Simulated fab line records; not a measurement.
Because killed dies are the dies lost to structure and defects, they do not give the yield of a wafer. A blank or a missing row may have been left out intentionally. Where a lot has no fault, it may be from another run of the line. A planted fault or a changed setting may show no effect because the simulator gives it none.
Matching of chambers	flow nandHarc	NHARC_P_M0_ETCH_34 on rieDiel-01 has 4 sister chambers
The step etches the open film in N2/H2, target depth 40 nm, overetch 12 nm, time 43.94 s. 22 wafers are shown with their chamber, then 11 later ones without.

## WAFERS WITH THEIR CHAMBER
wafer	chamber	showerheadPlenumPTorr (Torr)	drypumpMotorCurrentA (A)	rfVppV (V)
L075.2	2	2.01	4.9	431.1
L075.3	1	2.14	6.3	432.8
L075.5	3	1.94	6.5	428.2
L077.2	3	1.94	6.4	427.4
L077.3	0	2.14	6.3	433.4
L077.5	1	2.14	6.3	432.5
L081.3	1	2.14	6.3	433.2
L081.5	1	2.14	6.3	432.8
L081.6	0	2.14	6.4	433.8
L082.1	3	1.94	6.5	428.4
L082.4	0	2.14	6.3	433.7
L082.5	1	2.14	6.3	433.8
L083.1	0	2.14	6.3	434.6
L083.5	1	2.14	6.3	435.2
L083.6	0	2.14	6.3	434.8
L084.4	2	2.00	4.9	428.8
L084.5	1	2.14	6.3	433.3
L084.6	0	2.14	6.3	433.4
L086.1	1	2.14	6.3	434.3
L086.2	2	2.00	4.9	429.6
L086.3	3	1.94	6.4	428.3
L090.1	1	2.14	6.3	433.7

SIGNATURES (means of the wafers above)
reading	chamber 0	chamber 1	chamber 2	chamber 3	scatter within a chamber
showerheadPlenumPTorr	2.1400	2.1400	2.0033	1.9400	0.00192
drypumpMotorCurrentA	6.317	6.300	4.900	6.450	0.0319
rfVppV	433.950	433.511	429.833	428.075	0.78
Rule: a wafer's distance from a chamber is the root of the sum, over the readings, of the square of ((its reading less the chamber's mean) divided by the reading's scatter). If the next closest chamber is less than 2 further off than the closest, the wafer can't be placed; otherwise it belongs to the closest. The scatter: take each reading less its chamber's mean, square it, sum over the shown wafers, divide by the number of wafers less the number of chambers, and take the root.

## WAFERS WITH NO CHAMBER GIVEN
wafer	showerheadPlenumPTorr (Torr)	drypumpMotorCurrentA (A)	rfVppV (V)
L090.4	2.14	6.3	433.2
L090.5	2.14	6.3	433.9
L092.1	2.00	4.9	429.8
L092.2	2.14	6.4	433.8
L092.4	2.14	6.3	433.3
L095.3	1.94	6.4	427.7
L095.5	2.14	6.3	432.5
L095.6	1.94	6.5	428.7
L096.1	1.94	6.4	426.4
L096.5	2.14	6.3	434.3
L096.6	2.14	6.4	433.3

## WHICH CHAMBER EACH ONE RAN IN
wafer	from the rows above	in truth
L090.4	can't be placed: 1 or 0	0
L090.5	can't be placed: 1 or 0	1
L092.1	2	2
L092.2	can't be placed: 0 or 1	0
L092.4	can't be placed: 1 or 0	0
L095.3	3	3
L095.5	can't be placed: 1 or 0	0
L095.6	3	3
L096.1	3	3
L096.5	can't be placed: 0 or 1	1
L096.6	can't be placed: 0 or 1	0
4 of 11 placed correctly. Not placeable from these rows: 7 (in 7, the candidates include the true chamber). Placed wrongly: 0.
